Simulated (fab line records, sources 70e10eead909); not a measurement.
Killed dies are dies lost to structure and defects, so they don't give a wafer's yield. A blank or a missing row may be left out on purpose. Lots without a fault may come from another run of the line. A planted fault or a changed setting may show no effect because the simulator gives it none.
A struck lot beside a sound one | flow nand_harc | 21 steps out of a route of 1302
Sound: wafers L461.2, L461.4, L461.6. Struck: wafers L468.1, L468.4, L468.5. The cause comes at the end.
At each step with rows: each side's tool, then ch and its chambers, then its first start. Under that, the readings that differ: sound wafers | struck wafers | difference of the means | sigmas: that difference in standard deviations of wafers without a fault.
alike: readings whose means differ by less than 2 such deviations, and words and numbers that are the same on both sides. not compared: withheld readings, readings that some wafer has no value for, bounds like >300 that may hide the same value, and numbers for which the record gives no deviation and whose values overlap.
The two part at a step that has a row with sigmas, a row that says differs or no value, or rows on one side only. Numbers that don't overlap but have no deviation are shown without sigmas and don't part them. A reading that every wafer of one side lacks parts them only if that side has two wafers or more.

first, 1 step without rows for these wafers: NHARC_A_SLIT_DEVELOP_08 (develop time 35 s).
NHARC_A_SLIT_CD_MEAS_09: target cd 300 nm.
  sound on cd_sem-02 ch 0, day 19 21:46; struck on cd_sem-02 ch 0, day 22 18:41
  alike: cd_nm
NHARC_A_SLIT_OVL_MEAS_10:
  sound on overlay-02, day 19 21:52; struck on overlay-01, day 22 18:46
  alike: overlay_x_nm, overlay_y_nm
NHARC_A_SLIT_INSPECT_11:
  sound on defect_inspect-01, day 19 21:54; struck on defect_inspect-01, day 22 18:48
  alike: raw_defect_count
NHARC_A_SLIT_DESCUM_14: chemistry O2, time 3 s.
  sound on rie_diel-11 ch 0,1,3, day 19 21:58; struck on rie_diel-11 ch 0,3, day 22 18:53
  alike: drypump_motor_current_A, oes_product_au, rf_vpp_V, showerhead_plenum_p_Torr, throttle_valve_pct
  not compared: rf_hours_counter_h
NHARC_A_SLIT_ETCH_24: etches the open film in CF4/CHF3, target depth 121 nm, time 60.5 s.
  sound on rie_diel-11 ch 1,2,3, day 19 22:03; struck on rie_diel-11 ch 1,3, day 22 18:59
  alike: drypump_motor_current_A, oes_product_au, rf_vpp_V, showerhead_plenum_p_Torr, throttle_valve_pct
  not compared: rf_hours_counter_h
NHARC_A_SLIT_ETCH_15: etches the open film in O2/COS, target depth 6200 nm, time 1612 s.
  sound on rie_diel-11 ch 0,1; struck on rie_diel-11 ch 1,3
  alike: drypump_motor_current_A, oes_product_au, rf_vpp_V, showerhead_plenum_p_Torr, throttle_valve_pct
  not compared: rf_hours_counter_h
NHARC_A_SLIT_ETCH_17: etches the open film in C4F8/O2/Ar, time 4254.5 s, target depth 20300 nm.
  sound on har_etch-02 ch 0,1, day 19 23:49; struck on har_etch-01 ch 0,1, day 22 21:32
  reading                         | sound          | struck         | difference | sigmas
  showerhead_plenum_p_Torr (Torr) | 3.92 3.92 3.92 | 3.53 3.53 3.63 | -0.36      | -2
  alike: drypump_motor_current_A, throttle_valve_pct
  not compared: rf_hours_counter_h
NHARC_A_SLIT_ETCH_26: etches the open film in C4F8/O2/Ar, time 90 s, target depth 400 nm.
  sound on har_etch-02 ch 0,1, day 20 02:53; struck on har_etch-01 ch 0,1, day 23 00:35
  reading                         | sound          | struck         | difference | sigmas
  showerhead_plenum_p_Torr (Torr) | 3.96 3.96 3.96 | 3.56 3.56 3.66 | -0.37      | -2
  alike: drypump_motor_current_A, throttle_valve_pct
  not compared: rf_hours_counter_h
then, 3 steps without rows for these wafers: NHARC_A_SLIT_STRIP_28 (strips in O2/COS); NHARC_A_SLIT_ETCH_29 (etches the open film in CF4/O2, target depth 100 nm, overetch 10 nm, time 55 s); NHARC_A_SLIT_STRIP_18 (strips in O2).
NHARC_A_SLIT_PRECLEAN_19: cleans in SC1.
  sound on wet_bench-09 ch 0,3,5, day 20 04:08; struck on wet_bench-02 ch 1,2,3, day 23 01:51
  alike: diw_flow_mL_min
then, 1 step without rows for these wafers: NHARC_A_SLIT_SRD_20.
NHARC_A_SLIT_CD_MEAS_21:
  sound on cd_sem-01, day 20 04:16; struck on cd_sem-01, day 23 01:59
  alike: cd_nm
then, 3 steps without rows for these wafers: NHARC_A_SIN_REMOVE_WET_00 (chemistry H3PO4, time 15300 s); NHARC_A_SIN_REMOVE_PRECLEAN_01 (cleans in SC1); NHARC_A_SIN_REMOVE_SRD_02.
NHARC_A_SIN_REMOVE_INSPECT_04:
  sound on defect_inspect-01, day 20 10:52; struck on defect_inspect-02, day 23 09:32
  reading          | sound       | struck         | difference | sigmas
  raw_defect_count | 321 360 453 | 1369 1326 1427 | +996       | +14
then, 1 step without rows for these wafers: NHARC_A_WL_FILL_ALD_00 (deposits Al2O3, target thk 3 nm, pulse time 3 s, ald cycles 30).
-- the record jumps here: 5 days lie between the struck wafers' starts before and after (it left off in module A_WL_FILL and takes up again in module END, whose first step shown is number 1302 of the route) --
NHARC_END_SORT_01:
  the record has rows for the struck wafers here (prober-02 ch 0, day 27 21:33) and none for the sound ones

WHERE THEY PART
First at NHARC_A_SLIT_ETCH_17; last, within this record, at NHARC_END_SORT_01.

WHY: what the simulator had put in
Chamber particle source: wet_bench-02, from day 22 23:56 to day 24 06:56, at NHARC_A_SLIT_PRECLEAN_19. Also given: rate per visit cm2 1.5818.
